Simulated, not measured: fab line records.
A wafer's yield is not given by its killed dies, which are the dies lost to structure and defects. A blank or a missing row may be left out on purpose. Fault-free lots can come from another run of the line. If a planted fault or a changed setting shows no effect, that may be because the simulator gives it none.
The tool behind it: which one? / flow nandHarc / 14 lots with 42 wafers sampled at 4 steps, on a route of 1159 steps

## WHAT THE GAUGES READ, wafer by wafer
No reading from a measuring or inspecting step in the record can be judged against a usual standard deviation.

## EACH LOT AND THE TOOL THAT RAN IT (in order: tool; ch and the chambers of the sampled wafers; start)
lot=L963; NHARC_A_STAIRCASE_ETCH_221=rieDiel-03 ch 1,2,3, day 11 01:49 or earlier; NHARC_A_STAIRCASE_ETCH_232=rieDiel-11 ch 0,1,2, day 11 01:49 or earlier; NHARC_A_STAIRCASE_TRIM_235=rieDiel-11 ch 0,2,3, day 11 01:49 or earlier; NHARC_A_STAIRCASE_ETCH_253=rieDiel-02 ch 0,1,2, day 11 01:49
lot=L965; NHARC_A_STAIRCASE_ETCH_221=rieDiel-03 ch 2,3, day 11 21:30 or earlier; NHARC_A_STAIRCASE_ETCH_232=rieDiel-03 ch 2,3, day 11 21:30 or earlier; NHARC_A_STAIRCASE_TRIM_235=rieDiel-03 ch 1,2, day 11 21:30 or earlier; NHARC_A_STAIRCASE_ETCH_253=rieDiel-11 ch 2,3, day 11 21:30
lot=L968; NHARC_A_STAIRCASE_ETCH_221=rieDiel-02 ch 1,3, day 12 08:42 or earlier; NHARC_A_STAIRCASE_ETCH_232=rieDiel-02 ch 0,2,3, day 12 08:42 or earlier; NHARC_A_STAIRCASE_TRIM_235=rieDiel-02 ch 1,3, day 12 08:42 or earlier; NHARC_A_STAIRCASE_ETCH_253=rieDiel-11 ch 0,2,3, day 12 08:42
lot=L970; NHARC_A_STAIRCASE_ETCH_221=rieDiel-02 ch 0,3, day 13 04:43 or earlier; NHARC_A_STAIRCASE_ETCH_232=rieDiel-02 ch 1,2,3, day 13 04:43 or earlier; NHARC_A_STAIRCASE_TRIM_235=rieDiel-02 ch 1,2,3, day 13 04:43 or earlier; NHARC_A_STAIRCASE_ETCH_253=rieDiel-02 ch 0,1,3, day 13 04:43
lot=L969; NHARC_A_STAIRCASE_ETCH_221=rieDiel-11 ch 1,2, day 13 04:33 or earlier; NHARC_A_STAIRCASE_ETCH_232=rieDiel-11 ch 0,1,3, day 13 04:33 or earlier; NHARC_A_STAIRCASE_TRIM_235=rieDiel-11 ch 0,1,2, day 13 04:33 or earlier; NHARC_A_STAIRCASE_ETCH_253=rieDiel-02 ch 0,1, day 13 04:33
lot=L971; NHARC_A_STAIRCASE_ETCH_221=rieDiel-03 ch 0,3, day 13 08:26 or earlier; NHARC_A_STAIRCASE_ETCH_232=rieDiel-11 ch 0,2,3, day 13 08:26 or earlier; NHARC_A_STAIRCASE_TRIM_235=rieDiel-11 ch 1,3, day 13 08:26 or earlier; NHARC_A_STAIRCASE_ETCH_253=rieDiel-03 ch 0,2, day 13 08:26
lot=L973; NHARC_A_STAIRCASE_ETCH_221=rieDiel-03 ch 0,2, day 13 09:56 or earlier; NHARC_A_STAIRCASE_ETCH_232=rieDiel-11 ch 0,1, day 13 09:56 or earlier; NHARC_A_STAIRCASE_TRIM_235=rieDiel-11 ch 0,1,2, day 13 09:56 or earlier; NHARC_A_STAIRCASE_ETCH_253=rieDiel-02 ch 0,1,3, day 13 09:56
lot=L975; NHARC_A_STAIRCASE_ETCH_221=rieDiel-02 ch 0,1,2, day 14 17:34 or earlier; NHARC_A_STAIRCASE_ETCH_232=rieDiel-11 ch 1,2,3, day 14 17:34 or earlier; NHARC_A_STAIRCASE_TRIM_235=rieDiel-11 ch 0,1,2, day 14 17:34 or earlier; NHARC_A_STAIRCASE_ETCH_253=rieDiel-03 ch 0,1,3, day 14 17:34
lot=L978; NHARC_A_STAIRCASE_ETCH_221=rieDiel-03 ch 0,1, day 14 22:31 or earlier; NHARC_A_STAIRCASE_ETCH_232=rieDiel-03 ch 0,1, day 14 22:31 or earlier; NHARC_A_STAIRCASE_TRIM_235=rieDiel-03 ch 0,1,3, day 14 22:31 or earlier; NHARC_A_STAIRCASE_ETCH_253=rieDiel-03 ch 0,3, day 14 22:31
lot=L982; NHARC_A_STAIRCASE_ETCH_221=rieDiel-02 ch 0,2,3, day 15 18:53 or earlier; NHARC_A_STAIRCASE_ETCH_232=rieDiel-11 ch 0,1, day 15 18:53 or earlier; NHARC_A_STAIRCASE_TRIM_235=rieDiel-11 ch 1,2,3, day 15 18:53 or earlier; NHARC_A_STAIRCASE_ETCH_253=rieDiel-11 ch 1,2,3, day 15 18:53
lot=L983; NHARC_A_STAIRCASE_ETCH_221=rieDiel-03 ch 0,1,2, day 15 19:28 or earlier; NHARC_A_STAIRCASE_ETCH_232=rieDiel-02 ch 1,2,3, day 15 19:28 or earlier; NHARC_A_STAIRCASE_TRIM_235=rieDiel-02 ch 1,2, day 15 19:28 or earlier; NHARC_A_STAIRCASE_ETCH_253=rieDiel-11 ch 0,3, day 15 19:28
lot=L985; NHARC_A_STAIRCASE_ETCH_221=rieDiel-02 ch 0,1, day 16 14:44 or earlier; NHARC_A_STAIRCASE_ETCH_232=rieDiel-02 ch 0,1,3, day 16 14:44 or earlier; NHARC_A_STAIRCASE_TRIM_235=rieDiel-02 ch 0,1,3, day 16 14:44 or earlier; NHARC_A_STAIRCASE_ETCH_253=rieDiel-02 ch 2,3, day 16 14:44
lot=L984; NHARC_A_STAIRCASE_ETCH_221=rieDiel-03 ch 0,2, day 16 15:30 or earlier; NHARC_A_STAIRCASE_ETCH_232=rieDiel-03 ch 0,2, day 16 15:30 or earlier; NHARC_A_STAIRCASE_TRIM_235=rieDiel-03 ch 0,2,3, day 16 15:30 or earlier; NHARC_A_STAIRCASE_ETCH_253=rieDiel-02 ch 0,2,3, day 16 15:30
lot=L986; NHARC_A_STAIRCASE_ETCH_221=rieDiel-02 ch 1,3, day 16 22:19 or earlier; NHARC_A_STAIRCASE_ETCH_232=rieDiel-03 ch 0,1,2, day 16 22:19 or earlier; NHARC_A_STAIRCASE_TRIM_235=rieDiel-03 ch 0,1,2, day 16 22:19 or earlier; NHARC_A_STAIRCASE_ETCH_253=rieDiel-02 ch 1,2,3, day 16 22:19
- NHARC_A_STAIRCASE_ETCH_221: etches the open film in C4F8/O2, target depth 100 nm, time 40.5 s.
- NHARC_A_STAIRCASE_ETCH_232: etches the open film in C4F8/O2, target depth 100 nm, time 40.5 s.
- NHARC_A_STAIRCASE_TRIM_235: chemistry O2, time 211.2 s.
- NHARC_A_STAIRCASE_ETCH_253: etches the open film in C4F8/O2, target depth 50 nm, time 20.2 s.

## AS READ BY THE TOOLS THEMSELVES (means over the sampled wafers that have a number; for cases with no such wafer, the mark the record gives instead)
NHARC_A_STAIRCASE_ETCH_221. Usual: oesProductAu 0.939 a.u., standard deviation 0.014; rfVppV 897 V, standard deviation 6.6; runLengthS 61.79 s, standard deviation 0.29.
lot=L963; tool=rieDiel-03; oesProductAu (a.u.)=0.932; rfVppV (V)=896; runLengthS (s)=61.81; flag=
lot=L965; tool=rieDiel-03; oesProductAu (a.u.)=0.928; rfVppV (V)=893; runLengthS (s)=61.69; flag=
lot=L968; tool=rieDiel-02; oesProductAu (a.u.)=0.961; rfVppV (V)=898; runLengthS (s)=61.80; flag=
lot=L970; tool=rieDiel-02; oesProductAu (a.u.)=0.921; rfVppV (V)=901; runLengthS (s)=61.70; flag=
lot=L969; tool=rieDiel-11; oesProductAu (a.u.)=0.923; rfVppV (V)=887; runLengthS (s)=61.90; flag=
lot=L971; tool=rieDiel-03; oesProductAu (a.u.)=0.950; rfVppV (V)=899; runLengthS (s)=61.87; flag=
lot=L973; tool=rieDiel-03; oesProductAu (a.u.)=0.955; rfVppV (V)=904; runLengthS (s)=62.09; flag=
lot=L975; tool=rieDiel-02; oesProductAu (a.u.)=0.941; rfVppV (V)=901; runLengthS (s)=61.62; flag=
lot=L978; tool=rieDiel-03; oesProductAu (a.u.)=0.936; rfVppV (V)=900; runLengthS (s)=61.67; flag=
lot=L982; tool=rieDiel-02; oesProductAu (a.u.)=0.941; rfVppV (V)=898; runLengthS (s)=61.96; flag=
lot=L983; tool=rieDiel-03; oesProductAu (a.u.)=0.964; rfVppV (V)=900; runLengthS (s)=61.63; flag=
lot=L985; tool=rieDiel-02; oesProductAu (a.u.)=0.946; rfVppV (V)=902; runLengthS (s)=61.75; flag=
lot=L984; tool=rieDiel-03; oesProductAu (a.u.)=0.940; rfVppV (V)=904; runLengthS (s)=61.92; flag=
lot=L986; tool=rieDiel-02; oesProductAu (a.u.)=0.946; rfVppV (V)=897; runLengthS (s)=61.66; flag=

NHARC_A_STAIRCASE_ETCH_232. Usual: oesProductAu 0.938 a.u., standard deviation 0.015; rfVppV 896 V, standard deviation 7; runLengthS 61.8 s, standard deviation 0.3.
lot=L963; tool=rieDiel-11; oesProductAu (a.u.)=0.935; rfVppV (V)=894; runLengthS (s)=61.6; flag=
lot=L965; tool=rieDiel-03; oesProductAu (a.u.)=0.943; rfVppV (V)=894; runLengthS (s)=62.0; flag=
lot=L968; tool=rieDiel-02; oesProductAu (a.u.)=0.948; rfVppV (V)=899; runLengthS (s)=62.0; flag=
lot=L970; tool=rieDiel-02; oesProductAu (a.u.)=0.942; rfVppV (V)=896; runLengthS (s)=61.6; flag=
lot=L969; tool=rieDiel-11; oesProductAu (a.u.)=0.917; rfVppV (V)=894; runLengthS (s)=61.6; flag=
lot=L971; tool=rieDiel-11; oesProductAu (a.u.)=0.946; rfVppV (V)=894; runLengthS (s)=61.7; flag=
lot=L973; tool=rieDiel-11; oesProductAu (a.u.)=0.948; rfVppV (V)=894; runLengthS (s)=61.4; flag=
lot=L975; tool=rieDiel-11; oesProductAu (a.u.)=0.923; rfVppV (V)=888; runLengthS (s)=61.6; flag=
lot=L978; tool=rieDiel-03; oesProductAu (a.u.)=0.931; rfVppV (V)=900; runLengthS (s)=61.8; flag=
lot=L982; tool=rieDiel-11; oesProductAu (a.u.)=0.916; rfVppV (V)=893; runLengthS (s)=61.7; flag=
lot=L983; tool=rieDiel-02; oesProductAu (a.u.)=0.961; rfVppV (V)=896; runLengthS (s)=61.9; flag=
lot=L985; tool=rieDiel-02; oesProductAu (a.u.)=0.945; rfVppV (V)=899; runLengthS (s)=61.8; flag=
lot=L984; tool=rieDiel-03; oesProductAu (a.u.)=0.951; rfVppV (V)=905; runLengthS (s)=61.8; flag=
lot=L986; tool=rieDiel-03; oesProductAu (a.u.)=0.945; rfVppV (V)=899; runLengthS (s)=61.7; flag=

NHARC_A_STAIRCASE_TRIM_235. Usual: drypumpMotorCurrentA 5.8 A, standard deviation 0.64; mfcArSccm 0.006 sccm, standard deviation 0.01; oesProductAu 0.998 a.u., standard deviation 0.015; rfVppV 57.8 V, standard deviation 0.98; showerheadPlenumPTorr 3.53 Torr, standard deviation 0.19; throttleValvePct 17.036 %, standard deviation 0.0084.
lot=L963; tool=rieDiel-11; drypumpMotorCurrentA (A)=6.1; mfcArSccm (sccm)=0.006; oesProductAu (a.u.)=0.990; rfVppV (V)=57.7; showerheadPlenumPTorr (Torr)=3.49; throttleValvePct (%)=17.038; flag=
lot=L965; tool=rieDiel-03; drypumpMotorCurrentA (A)=5.4; mfcArSccm (sccm)=0.017; oesProductAu (a.u.)=0.999; rfVppV (V)=58.5; showerheadPlenumPTorr (Torr)=3.66; throttleValvePct (%)=17.040; flag=
lot=L968; tool=rieDiel-02; drypumpMotorCurrentA (A)=6.2; mfcArSccm (sccm)=0.021; oesProductAu (a.u.)=1.008; rfVppV (V)=57.2; showerheadPlenumPTorr (Torr)=3.59; throttleValvePct (%)=17.032; flag=
lot=L970; tool=rieDiel-02; drypumpMotorCurrentA (A)=6.3; mfcArSccm (sccm)=0.012; oesProductAu (a.u.)=1.009; rfVppV (V)=57.6; showerheadPlenumPTorr (Torr)=3.56; throttleValvePct (%)=17.032; flag=
lot=L969; tool=rieDiel-11; drypumpMotorCurrentA (A)=6.1; mfcArSccm (sccm)=0.006; oesProductAu (a.u.)=0.986; rfVppV (V)=56.7; showerheadPlenumPTorr (Torr)=3.47; throttleValvePct (%)=17.040; flag=
lot=L971; tool=rieDiel-11; drypumpMotorCurrentA (A)=5.4; mfcArSccm (sccm)=0.000; oesProductAu (a.u.)=0.972; rfVppV (V)=57.5; showerheadPlenumPTorr (Torr)=3.33; throttleValvePct (%)=17.037; flag=
lot=L973; tool=rieDiel-11; drypumpMotorCurrentA (A)=6.2; mfcArSccm (sccm)=0.006; oesProductAu (a.u.)=0.998; rfVppV (V)=57.6; showerheadPlenumPTorr (Torr)=3.47; throttleValvePct (%)=17.040; flag=
lot=L975; tool=rieDiel-11; drypumpMotorCurrentA (A)=6.1; mfcArSccm (sccm)=0.006; oesProductAu (a.u.)=0.988; rfVppV (V)=56.9; showerheadPlenumPTorr (Torr)=3.47; throttleValvePct (%)=17.037; flag=
lot=L978; tool=rieDiel-03; drypumpMotorCurrentA (A)=5.5; mfcArSccm (sccm)=0.000; oesProductAu (a.u.)=0.992; rfVppV (V)=58.0; showerheadPlenumPTorr (Torr)=3.50; throttleValvePct (%)=17.042; flag=
lot=L982; tool=rieDiel-11; drypumpMotorCurrentA (A)=5.7; mfcArSccm (sccm)=0.006; oesProductAu (a.u.)=0.983; rfVppV (V)=57.4; showerheadPlenumPTorr (Torr)=3.32; throttleValvePct (%)=17.032; flag=
lot=L983; tool=rieDiel-02; drypumpMotorCurrentA (A)=6.7; mfcArSccm (sccm)=0.018; oesProductAu (a.u.)=1.020; rfVppV (V)=58.4; showerheadPlenumPTorr (Torr)=3.63; throttleValvePct (%)=17.032; flag=
lot=L985; tool=rieDiel-02; drypumpMotorCurrentA (A)=5.7; mfcArSccm (sccm)=0.012; oesProductAu (a.u.)=1.017; rfVppV (V)=58.4; showerheadPlenumPTorr (Torr)=3.61; throttleValvePct (%)=17.031; flag=
lot=L984; tool=rieDiel-03; drypumpMotorCurrentA (A)=5.6; mfcArSccm (sccm)=0.009; oesProductAu (a.u.)=1.011; rfVppV (V)=58.8; showerheadPlenumPTorr (Torr)=3.60; throttleValvePct (%)=17.043; flag=
lot=L986; tool=rieDiel-03; drypumpMotorCurrentA (A)=5.5; mfcArSccm (sccm)=0.009; oesProductAu (a.u.)=1.018; rfVppV (V)=57.5; showerheadPlenumPTorr (Torr)=3.64; throttleValvePct (%)=17.034; flag=

NHARC_A_STAIRCASE_ETCH_253. Usual: oesProductAu 0.952 a.u., standard deviation 0.02; rfVppV 897 V, standard deviation 6.8; runLengthS 41.46 s, standard deviation 0.28.
lot=L963; tool=rieDiel-02; oesProductAu (a.u.)=0.961; rfVppV (V)=901; runLengthS (s)=41.35; flag=
lot=L965; tool=rieDiel-11; oesProductAu (a.u.)=0.943; rfVppV (V)=890; runLengthS (s)=41.40; flag=
lot=L968; tool=rieDiel-11; oesProductAu (a.u.)=0.953; rfVppV (V)=894; runLengthS (s)=41.49; flag=
lot=L970; tool=rieDiel-02; oesProductAu (a.u.)=0.974; rfVppV (V)=900; runLengthS (s)=41.42; flag=
lot=L969; tool=rieDiel-02; oesProductAu (a.u.)=0.929; rfVppV (V)=903; runLengthS (s)=41.38; flag=
lot=L971; tool=rieDiel-03; oesProductAu (a.u.)=0.976; rfVppV (V)=905; runLengthS (s)=41.42; flag=
lot=L973; tool=rieDiel-02; oesProductAu (a.u.)=0.962; rfVppV (V)=899; runLengthS (s)=41.26; flag=
lot=L975; tool=rieDiel-03; oesProductAu (a.u.)=0.942; rfVppV (V)=894; runLengthS (s)=41.40; flag=
lot=L978; tool=rieDiel-03; oesProductAu (a.u.)=0.963; rfVppV (V)=893; runLengthS (s)=41.57; flag=
lot=L982; tool=rieDiel-11; oesProductAu (a.u.)=0.950; rfVppV (V)=888; runLengthS (s)=31.13; flag=OFF
lot=L983; tool=rieDiel-11; oesProductAu (a.u.)=0.946; rfVppV (V)=899; runLengthS (s)=31.34; flag=OFF
lot=L985; tool=rieDiel-02; oesProductAu (a.u.)=0.964; rfVppV (V)=896; runLengthS (s)=41.57; flag=
lot=L984; tool=rieDiel-02; oesProductAu (a.u.)=0.959; rfVppV (V)=899; runLengthS (s)=41.64; flag=
lot=L986; tool=rieDiel-02; oesProductAu (a.u.)=0.950; rfVppV (V)=897; runLengthS (s)=41.39; flag=

## THE ANSWER, worked out from the rows above alone
Rule: take the mean of a lot's wafers that have a number; if it is more than 3 standard deviations from the usual mean, the lot is off. Also off: a lot with no number at a reading for which 4 or more lots have one. All remaining lots with rows at the step are treated as sound. First the gauges in route order, then the tools' own readings, where a lot's mean is used as printed above. At the first step where some lot is off, the reading lying furthest off is the one used; lots without a number count as furthest.
Off: L982, L983 (NHARC_A_STAIRCASE_ETCH_253, runLengthS).
If a tool, at that step or one of the process steps before it, ran each lot that is off and ran no sound lot following the first of them, it fits. NHARC_A_STAIRCASE_ETCH_221 gives no start for some lots, so the hours and the order of its lots are those of NHARC_A_STAIRCASE_ETCH_253. NHARC_A_STAIRCASE_ETCH_232 gives no start for some lots, so the hours and the order of its lots are those of NHARC_A_STAIRCASE_ETCH_253. NHARC_A_STAIRCASE_TRIM_235 gives no start for some lots, so the hours and the order of its lots are those of NHARC_A_STAIRCASE_ETCH_253. One fits: rieDiel-11 at NHARC_A_STAIRCASE_ETCH_253. Its last sound lot is L968 (day 12 08:42), its first lot that is off L982 (day 15 18:53): a fault that began between those two fits.
The tool's own readings at NHARC_A_STAIRCASE_ETCH_253 bear it out: on the lots that are off they differ by more than 5 times the standard deviation of the sound lots' means. runLengthS reads 31.23 s there against 41.44 s on the sound lots.

## WHAT THE SIMULATOR HAD INSERTED
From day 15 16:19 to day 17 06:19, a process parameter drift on rieDiel-11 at NHARC_A_STAIRCASE_ETCH_253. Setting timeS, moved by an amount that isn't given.
Shown lots that were struck: L982, L983. The rule given above showed the same thing.
